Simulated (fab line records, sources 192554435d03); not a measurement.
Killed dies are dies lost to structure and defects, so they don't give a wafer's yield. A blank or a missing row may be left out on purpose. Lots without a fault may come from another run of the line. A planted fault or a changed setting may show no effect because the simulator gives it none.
One fault seen from 2 desks | flow n5_finfet | each desk has only its own numbers; what lay behind them comes last

THE METROLOGY DESK
What the gauges read, lot by lot, whatever tool the lot ran on: means of the sampled wafers that have a number. A lot is out of limits, marked OUT, if its mean lies more than 4 standard deviations from the usual mean; the brackets give that distance. Of its 13 readings 7 are shown: the one that was out of limits first, and those that lie furthest out on some lot.
Columns: A = thk_nm at N5_ILD0_THK_MEAS_08, usual 139.4 nm; B = thk_nm at N5_ILD0_THK_MEAS_13, usual 18.0 nm; C = SDB_THK at N5_SDB_THK_MEAS_31, usual 64.6 nm; D = DIBL_P at N5_BEOL_M4_RC_MEAS_101, usual 36.3 mV/V; E = SS_P at N5_BEOL_M4_RC_MEAS_101, usual 73.3 mV/dec; F = VT_N at N5_BEOL_M4_RC_MEAS_101, usual 249.3 mV; G = VT_P at N5_BEOL_M4_RC_MEAS_101, usual -249.9 mV
lot  | first seen here | A     | B    | C               | D    | E    | F     | G
L510 | day 4 01:58     | 138.5 | 17.7 | 65.1            | 36.1 | 73.1 | 247.9 | -248.5
L512 | day 4 18:25     | 139.1 | 18.5 | 65.5            | 38.5 | 73.7 | 248.7 | -252.6
L515 | day 5 07:49     | 137.9 | 19.1 | 63.3            | 36.0 | 72.7 | 250.6 | -250.5
L518 | day 6 03:02     | 139.3 | 18.0 | 63.1            | 36.1 | 73.1 | 250.2 | -253.4
L520 | day 6 14:40     | 140.5 | 19.1 | 64.2            | 37.6 | 73.5 | 246.5 | -253.6
L521 | day 6 21:46     | 140.1 | 17.2 | 64.5            | 36.2 | 73.2 | 248.3 | -246.8
L522 | day 7 00:53     | 139.7 | 16.5 | 69.1 (+4.5) OUT | -    | -    | -     | -
L523 | day 7 08:51     | 139.4 | 18.0 | 69.6 (+5.0) OUT | -    | -    | -     | -
L525 | day 8 00:26     | 140.3 | 18.4 | 64.3            | 36.6 | 72.8 | 252.9 | -252.7
L529 | day 9 00:52     | 140.7 | 17.3 | 65.1            | 36.6 | 74.3 | 248.4 | -251.9
This desk's finding: out of limits on L522, L523; first on L522, day 7 12:10 (SDB_THK at N5_SDB_THK_MEAS_31). In limits: L510, L512, L515, L518, L520, L521, L525, L529.

THE TOOL OWNER'S DESK: cmp-02
The tool's own readings at N5_SDB_CMP_30 (polishes, stops on poly-Si, t overpolish 1.54 s, target thk 30 nm): means of the sampled wafers that have a number, for each lot that ran on this tool. A lot is out of limits, marked OUT, if its mean lies more than 4 standard deviations from the usual mean; the brackets give that distance.
Columns: A = edge_zone_pressure_frac at N5_SDB_CMP_30, usual 1.001; B = head_pressure_psi at N5_SDB_CMP_30, usual 4.149 psi; C = motor_current_A at N5_SDB_CMP_30, usual 13.0 A; D = overpolish_run_s at N5_SDB_CMP_30, usual 1.540 s; E = time_to_endpoint_s at N5_SDB_CMP_30, usual 17.3 s
lot  | first seen here | A     | B     | C    | D     | E
L510 | day 4 10:16     | 1.001 | 4.146 | 13.7 | 1.539 | 17.4
L512 | day 5 02:35     | 0.998 | 4.145 | 13.3 | 1.535 | 16.2
L518 | day 6 10:16     | 0.996 | 4.150 | 13.2 | 1.545 | 14.7
This desk's finding: nothing out of limits on any of the 3 lots.

PUT TOGETHER
The metrology desk could have raised an alarm at day 7 12:10, on L522, L523.
The tool owner's desk saw nothing out of limits.
The tool owner's desk has no number on record for L522, L523.
Of the lots named, all ran N5_SDB_CMP_30 on cmp-02.

WHAT THE SIMULATOR HAD PUT IN
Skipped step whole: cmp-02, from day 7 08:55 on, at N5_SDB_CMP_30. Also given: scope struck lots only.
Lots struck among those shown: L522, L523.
Hours from the fault's start to each desk's first reading out of limits: the metrology desk, 3.
